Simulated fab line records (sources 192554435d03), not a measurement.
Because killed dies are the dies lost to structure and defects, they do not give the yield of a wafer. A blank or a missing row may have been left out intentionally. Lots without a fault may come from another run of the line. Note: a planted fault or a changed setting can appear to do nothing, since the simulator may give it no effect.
Chamber matching + flow n5-finfet + rie-diel-01 running N5_MOL_CONTACT_COAG_DESCUM_45: 4 sister chambers
The step chemistry O2, time 7 s. 4 wafers are shown with their chamber, then 10 later ones without.

== EACH WAFER AND ITS CHAMBER ==
| wafer  | chamber | drypump-motor-current-A (A) |
|--------|---------|-----------------------------|
| L086.3 | 3       | 6.1                         |
| L086.4 | 0       | 5.8                         |
| L088.1 | 2       | 4.8                         |
| L088.2 | 1       | 5.1                         |

== WAFERS WITHOUT THEIR CHAMBER ==
| wafer  | drypump-motor-current-A (A) |
|--------|-----------------------------|
| L088.5 | 4.8                         |
| L093.2 | 5.8                         |
| L093.4 | 5.8                         |
| L093.6 | 4.8                         |
| L096.1 | 4.8                         |
| L096.2 | 6.2                         |
| L096.3 | 5.8                         |
| L097.1 | 4.8                         |
| L097.4 | 5.8                         |
| L097.5 | 6.2                         |

== EACH ONE'S CHAMBER ==
| wafer  | from the rows above | in truth |
|--------|---------------------|----------|
| L088.5 | 2                   | 2        |
| L093.2 | 0                   | 0        |
| L093.4 | 0                   | 0        |
| L093.6 | 2                   | 2        |
| L096.1 | 2                   | 2        |
| L096.2 | 3                   | 3        |
| L096.3 | 0                   | 0        |
| L097.1 | 2                   | 2        |
| L097.4 | 0                   | 0        |
| L097.5 | 3                   | 3        |
Correctly placed: 10 of 10. From these rows, 0 cannot be placed. Placed wrongly: 0.
How it was worked out, from the rows above alone: a wafer's distance from a chamber is the root of the sum, over the readings, of the square of ((its reading less the chamber's mean) divided by the reading's scatter). The wafer belongs to the nearest chamber; if the next one is less than 2 further off, it can't be placed. Each chamber's mean is taken over the wafers shown for it. The scatter (one wafer shown for each chamber): square how far every hidden wafer sits from the nearest shown wafer, average those squares and take the square root.
